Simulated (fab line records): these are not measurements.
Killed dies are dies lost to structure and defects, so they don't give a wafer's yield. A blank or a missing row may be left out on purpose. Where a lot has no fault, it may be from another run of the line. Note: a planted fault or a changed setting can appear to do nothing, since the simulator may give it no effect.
Matching of chambers    flow n5 finfet    N5_BEOL_M4_ETCH_63 on rie diel-05 has 4 sister chambers
The step etches SiARC in CF4, target depth 15.6 nm, time 26 s. 14 wafers are shown with their chamber, then 7 later ones without.

WAFERS WITH THEIR CHAMBER
wafer   chamber  throttle valve pct (%)  drypump motor current A (A)  oes product au (a.u.)
L074.2  1        15.99                   5.2                          0.60
L074.3  2        15.20                   5.2                          0.82
L074.6  2        15.20                   5.2                          0.82
L076.2  2        15.22                   5.2                          0.81
L076.5  1        16.00                   5.1                          0.59
L076.6  0        15.57                   6.4                          0.62
L079.3  3        16.00                   5.5                          0.58
L079.4  0        15.59                   6.4                          0.63
L079.6  0        15.58                   6.4                          0.63
L080.3  3        16.01                   5.6                          0.59
L080.4  0        15.60                   6.5                          0.63
L080.5  3        16.00                   5.6                          0.59
L085.3  2        15.23                   5.2                          0.79
L085.4  0        15.61                   6.4                          0.62

SIGNATURES (averages over the wafers above)
reading                  chamber 0  chamber 1  chamber 2  chamber 3  scatter within a chamber
throttle valve pct       15.5900    15.9950    15.2125    16.0033    0.0134
drypump motor current A  6.420      5.150      5.200      5.567      0.0443
oes product au           0.6260     0.5950     0.8100     0.5867     0.00915
Rule: a wafer's distance from a chamber is the root of the sum, over the readings, of the square of ((its reading less the chamber's mean) divided by the reading's scatter). The wafer belongs to the nearest chamber; if the next one is less than 2 further off, it can't be placed. How the scatter is found: for the shown wafers, subtract from each reading the mean of its chamber, square and add these, divide the total by (wafers less chambers), then take the root.

WAFERS MISSING THEIR CHAMBER
wafer   throttle valve pct (%)  drypump motor current A (A)  oes product au (a.u.)
L085.5  15.55                   5.1                          0.82
L094.2  15.28                   5.2                          0.75
L094.3  15.61                   5.1                          0.75
L094.6  15.54                   5.5                          0.79
L096.1  15.66                   6.4                          0.60
L096.3  15.54                   5.5                          0.79
L096.5  15.62                   5.2                          0.75

THE CHAMBER EACH PASSED THROUGH
wafer    from the rows above       in truth
L085.5   2                         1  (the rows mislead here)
L094.2   2                         2
L094.3   2                         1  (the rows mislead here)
L094.6   2                         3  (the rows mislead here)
L096.1   0                         0
L096.3   2                         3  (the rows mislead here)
L096.5   can't be placed: 0 or 2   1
Correct placement for 2 of the 7. Not placeable from these rows: 1 (in 0, the candidates include the true chamber). Wrongly placed: 4.
